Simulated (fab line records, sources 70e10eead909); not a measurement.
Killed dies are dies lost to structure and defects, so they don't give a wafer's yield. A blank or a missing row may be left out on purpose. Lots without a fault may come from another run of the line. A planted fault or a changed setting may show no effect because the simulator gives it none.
A struck lot beside a sound one | flow nand_harc | 14 steps out of a route of 1302
Sound: wafers L878.1, L878.2, L878.6. Struck: wafers L887.1, L887.4, L887.5. The cause comes at the end.
At each step with rows: each side's tool, then ch and its chambers, then its first start. Under that, the readings that differ: sound wafers | struck wafers | difference of the means | sigmas: that difference in standard deviations of wafers without a fault.
alike: readings whose means differ by less than 2 such deviations, and words and numbers that are the same on both sides. not compared: withheld readings, readings that some wafer has no value for, bounds like >300 that may hide the same value, and numbers for which the record gives no deviation and whose values overlap.
The two part at a step that has a row with sigmas, a row that says differs or no value, or rows on one side only. Numbers that don't overlap but have no deviation are shown without sigmas and don't part them. A reading that every wafer of one side lacks parts them only if that side has two wafers or more.

first, 2 steps without rows for these wafers: NHARC_P_BONDPAD_PRECLEAN_30 (cleans in DIW, time 300 s); NHARC_P_BONDPAD_SRD_31 (time 30 s, dry time 20 s).
NHARC_A_START_INSPECT_01:
  sound on defect_inspect-02, day 8 03:46; struck on defect_inspect-01, day 10 19:10
  alike: raw_defect_count
then, 9 steps without rows for these wafers: NHARC_A_ZERO_WELL_PRECLEAN_00 (cleans in SPM, time 600 s); NHARC_A_ZERO_WELL_SRD_01; NHARC_A_ZERO_WELL_DEHYDRATE_02 (time 120 s); NHARC_A_ZERO_WELL_HMDS_03 (time 30 s); NHARC_A_ZERO_WELL_COAT_18 (time 65 s); NHARC_A_ZERO_WELL_COAT_04 (resist thk 600 nm); NHARC_A_ZERO_WELL_SOFTBAKE_05 (time 70 s); NHARC_A_ZERO_WELL_EBR_06; NHARC_A_ZERO_WELL_EXPOSE_07 (exposes mask A ZERO).
NHARC_A_ZERO_WELL_PEB_08: peb time 80 s.
  sound on litho_track-05 ch 0, day 8 04:24; struck on litho_track-07, day 10 19:48
  no value came back on the struck wafers for chill_plate_temp_C (C), exhaust_pa (Pa); on the sound wafers chill_plate_temp_C (C) reads 22.85 22.82 22.76
then, 1 step without rows for these wafers: NHARC_A_ZERO_WELL_DEVELOP_09 (time 50 s).

WHERE THEY PART
Only at NHARC_A_ZERO_WELL_PEB_08, within this record.

WHY: what the simulator had put in
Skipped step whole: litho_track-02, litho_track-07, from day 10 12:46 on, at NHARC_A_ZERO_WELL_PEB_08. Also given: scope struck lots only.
